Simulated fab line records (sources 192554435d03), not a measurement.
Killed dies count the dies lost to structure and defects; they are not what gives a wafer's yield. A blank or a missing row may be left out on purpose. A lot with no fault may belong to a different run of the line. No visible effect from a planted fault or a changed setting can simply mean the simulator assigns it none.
The tool behind it: which one? ; flow n5_finfet ; Sampling: 9 lots, 27 wafers, 5 of 1938 route steps

WHAT THE GAUGES READ, wafer by wafer
N5_BEOL_M4_RC_MEAS_101. Usual: DIBL_N 36.2 mV/V, standard deviation 1.6; DIBL_P 36.5 mV/V, standard deviation 1.9; IOFF_N 0.158 nA/um, standard deviation 0.027; IOFF_P 0.21 nA/um, standard deviation 0.038; ION_N 675 uA/um, standard deviation 12; ION_P 464 uA/um, standard deviation 8.9; SS_N 71.5 mV/dec, standard deviation 0.61; SS_P 73.4 mV/dec, standard deviation 0.59; VT_N 250.4 mV, standard deviation 3; VT_P -250 mV, standard deviation 3.6.
lot;measured;on;DIBL_N (mV/V);DIBL_P (mV/V);IOFF_N (nA/um);IOFF_P (nA/um);ION_N (uA/um);ION_P (uA/um);SS_N (mV/dec);SS_P (mV/dec);VT_N (mV);VT_P (mV);flag
L246;day 7 23:20;prober-02;34.3 36.1 36.9;35.5 38.0 38.7;0.138 0.161 0.184;0.19 0.24 0.25;668 682 688;457 466 465;70.9 71.5 72.0;72.3 72.9 73.2;252.3 252.3 249.9;-251 -251 -246;
L253;day 9 19:01;prober-01;34.9 34.2 36.7;34.8 34.6 37.9;0.129 0.121 0.165;0.20 0.19 0.25;673 665 685;465 461 474;71.5 71.3 72.1;73.4 72.7 73.2;255.7 254.4 248.9;-249 -251 -245;
L256;day 10 01:27;prober-01;35.0 35.1 34.2;35.7 35.6 33.3;0.139 0.144 0.128;0.19 0.20 0.17;672 683 671;468 468 462;71.4 71.3 70.5;73.3 72.9 73.1;252.1 252.2 254.2;-252 -251 -252;
L258;day 11 11:46;prober-02;34.4 37.1 36.1;33.6 37.9 35.3;0.128 0.175 0.154;0.15 0.22 0.17;658 672 674;446 456 456;70.3 71.5 71.2;72.3 74.1 72.9;251.3 248.8 248.4;-258 -250 -251;
L265;day 12 12:52;prober-01;37.6 35.3 34.3;39.8 38.0 36.5;0.205 0.153 0.132;0.24 0.21 0.18;676 669 658;460 462 459;72.9 71.9 71.9;74.1 74.0 73.4;246.6 252.0 253.2;-249 -251 -253;
L266;day 13 19:52;prober-02;38.4 37.6 37.1;36.8 36.5 35.7;0.179 0.163 0.161;0.26 0.25 0.22;673 666 658;468 467 457;72.1 72.0 72.8;73.3 74.1 73.2;249.6 249.4 253.0;-247 -247 -247;
L267;day 13 14:35;prober-02;35.7 36.8 35.6;35.7 38.1 36.5;0.158 0.175 0.165;0.18 0.23 0.20;677 666 677;459 457 468;71.2 71.6 71.4;72.7 73.8 72.8;248.8 247.5 248.2;-254 -250 -251;
L268;day 14 08:34;prober-02;35.0 34.2 32.9;34.8 34.5 33.3;0.149 0.141 0.116;0.22 0.22 0.19;664 686 666;463 482 469;71.1 70.4 71.3;72.8 73.0 73.1;250.4 249.9 252.7;-248 -248 -251;
L269;day 14 01:01;prober-01;38.4 36.2 36.0;38.9 36.3 35.3;0.223 0.157 0.158;0.30 0.23 0.21;690 666 675;478 461 461;73.0 71.9 71.6;74.6 73.7 72.9;246.9 252.2 252.8;-245 -248 -252;

TOOL THAT RAN EACH LOT (tool first, then ch and the chambers of the sampled wafers, then the start)
lot;N5_BEOL_M0_ETCH_138;N5_BEOL_M0_HM_OPEN_105;N5_BEOL_M0_DEGAS_112;N5_BEOL_M0_ALD_136
L246;rie_diel-05 ch 1,2,3, day 5 21:25;rie_metal-02 ch 0,1, day 5 21:41;pvd_sputter-02, day 5 23:06;ald_metal-02 ch 0,2,3, day 5 23:13
L253;rie_diel-05 ch 1,2,3, day 7 16:22;rie_metal-03 ch 0,1, day 7 17:31;pvd_sputter-03, day 7 19:37;ald_metal-02 ch 0,1,3, day 7 19:43
L256;rie_diel-05 ch 2,3, day 8 02:06;rie_metal-01 ch 0, day 8 05:25;pvd_sputter-03, day 8 06:52;ald_metal-02 ch 1,3, day 8 06:58
L258;rie_diel-05 ch 0,2,3, day 8 21:46;rie_metal-02 ch 0,1, day 8 22:55;pvd_sputter-01, day 8 23:55;ald_metal-02 ch 0,1,3, day 9 00:15
L265;rie_diel-02 ch 1,3, day 10 10:50;rie_metal-02 ch 1, day 10 14:27;pvd_sputter-01, day 10 17:12;ald_metal-03 ch 0,1, day 10 17:18
L266;rie_diel-05 ch 1,2,3, day 10 23:55;rie_metal-01 ch 0,1, day 11 02:14;pvd_sputter-02, day 11 04:04;ald_metal-02 ch 2,3, day 11 04:12
L267;rie_diel-04 ch 0,1,2, day 11 02:00;rie_metal-03 ch 1, day 11 02:17;pvd_sputter-01, day 11 04:09;ald_metal-03 ch 2,3, day 11 04:22
L268;rie_diel-04 ch 0,1, day 11 08:46;rie_metal-03 ch 0,1, day 11 09:56;pvd_sputter-03, day 11 11:20;ald_metal-02 ch 1,2, day 11 11:30
L269;rie_diel-02 ch 0,1,3, day 11 10:08;rie_metal-03 ch 0,1, day 11 10:23;pvd_sputter-03, day 11 11:56;ald_metal-03 ch 0,1,2, day 11 12:02
- N5_BEOL_M0_ETCH_138: etches SiCN in CH3F/O2, target depth 12 nm, time 31.6 s.
- N5_BEOL_M0_HM_OPEN_105: chemistry Cl2/BCl3, target TiN, target depth 12 nm.
- N5_BEOL_M0_DEGAS_112: time 60 s.
- N5_BEOL_M0_ALD_136: deposits TaN, pulse time 2 s, purge time 3 s, co reactant purge time 2 s.

WHAT THE TOOLS THEMSELVES READ (means of the sampled wafers that have a number; where no wafer has one, the mark that the record gives instead)
N5_BEOL_M0_ETCH_138. Usual: O2_flow_sccm 20.00 sccm, standard deviation 0.065; bias_w 75.03 W, standard deviation 0.25; drypump_motor_current_A 5.7 A, standard deviation 0.42; etch_rf_on_time_s 29.2 s, standard deviation 0.89; oes_product_au 0.72 a.u., standard deviation 0.07; rf_vpp_V 297.6 V, standard deviation 1.7; showerhead_plenum_p_Torr 2.01 Torr, standard deviation 0.073; throttle_valve_pct 16.19 %, standard deviation 0.2.
lot;tool;O2_flow_sccm (sccm);bias_w (W);drypump_motor_current_A (A);etch_rf_on_time_s (s);oes_product_au (a.u.);rf_vpp_V (V);showerhead_plenum_p_Torr (Torr);throttle_valve_pct (%);flag
L246;rie_diel-05;20.10;75.10;5.8;29.4;0.72;298.3;2.05;16.34;
L253;rie_diel-05;19.99;75.08;5.8;29.5;0.70;298.3;2.05;16.37;
L256;rie_diel-05;20.03;75.18;5.7;29.1;0.71;299.8;2.11;16.34;
L258;rie_diel-05;20.01;75.14;5.8;29.0;0.71;298.5;2.05;16.33;
L265;rie_diel-02;20.09;75.01;5.5;29.3;0.74;298.3;2.03;16.00;
L266;rie_diel-05;19.96;75.09;5.8;29.0;0.75;297.8;2.04;16.27;
L267;rie_diel-04;20.04;74.80;5.4;27.8;0.79;297.8;1.98;15.98;
L268;rie_diel-04;20.01;74.99;5.3;29.5;0.74;297.3;2.00;15.99;
L269;rie_diel-02;20.01;75.27;5.6;30.0;0.68;297.4;1.98;16.16;

N5_BEOL_M0_HM_OPEN_105. Usual: bias_w 126.0 W, standard deviation 0.41; drypump_motor_current_A 5.9 A, standard deviation 0.31; oes_product_au 0.69 a.u., standard deviation 0.11; throttle_valve_pct 22.05 %, standard deviation 0.2.
lot;tool;bias_w (W);drypump_motor_current_A (A);oes_product_au (a.u.);throttle_valve_pct (%);flag
L246;rie_metal-02;126.1;5.6;0.62;22.17;
L253;rie_metal-03;126.3;6.0;0.73;22.01;
L256;rie_metal-01;125.9;6.3;0.78;21.79;
L258;rie_metal-02;126.2;5.6;0.61;22.18;
L265;rie_metal-02;126.5;5.5;0.60;22.12;
L266;rie_metal-01;126.4;6.3;0.82;21.83;
L267;rie_metal-03;125.6;6.0;0.76;21.98;
L268;rie_metal-03;125.7;6.0;0.72;22.02;
L269;rie_metal-03;126.3;6.1;0.66;22.05;

N5_BEOL_M0_DEGAS_112. Usual: heater_power_w reads 328 W (standard deviation 36).
lot;tool;heater_power_w (W);flag
L246;pvd_sputter-02;317;
L253;pvd_sputter-03;342;
L256;pvd_sputter-03;341;
L258;pvd_sputter-01;297;
L265;pvd_sputter-01;299;
L266;pvd_sputter-02;319;
L267;pvd_sputter-01;304;
L268;pvd_sputter-03;339;
L269;pvd_sputter-03;343;

N5_BEOL_M0_ALD_136. Usual: heater_power_w 418 W, standard deviation 29; precursor_vessel_pressure_torr 26.25 Torr, standard deviation 0.057.
lot;tool;heater_power_w (W);precursor_vessel_pressure_torr (Torr);flag
L246;ald_metal-02;420;26.23;
L253;ald_metal-02;426;26.27;
L256;ald_metal-02;422;26.25;
L258;ald_metal-02;425;26.21;
L265;ald_metal-03;411;26.18;
L266;ald_metal-02;418;26.30;
L267;ald_metal-03;414;26.29;
L268;ald_metal-02;427;26.29;
L269;ald_metal-03;421;26.28;

THE ANSWER, worked out from the rows above alone
Rule: lot off if the mean of its wafers having a number is beyond 3 standard deviations from the usual mean. Also off: a lot with no number at a reading for which 4 or more lots have one. Any other lot the step has rows for is counted as sound. First the gauges in route order, then the tools' own readings, where a lot's mean is used as printed above. At the first step where some lot is off, the reading lying furthest off is the one used; lots without a number count as furthest.
None of the lots is off at any reading shown; this tells nothing.

WHAT THE SIMULATOR HAD INSERTED
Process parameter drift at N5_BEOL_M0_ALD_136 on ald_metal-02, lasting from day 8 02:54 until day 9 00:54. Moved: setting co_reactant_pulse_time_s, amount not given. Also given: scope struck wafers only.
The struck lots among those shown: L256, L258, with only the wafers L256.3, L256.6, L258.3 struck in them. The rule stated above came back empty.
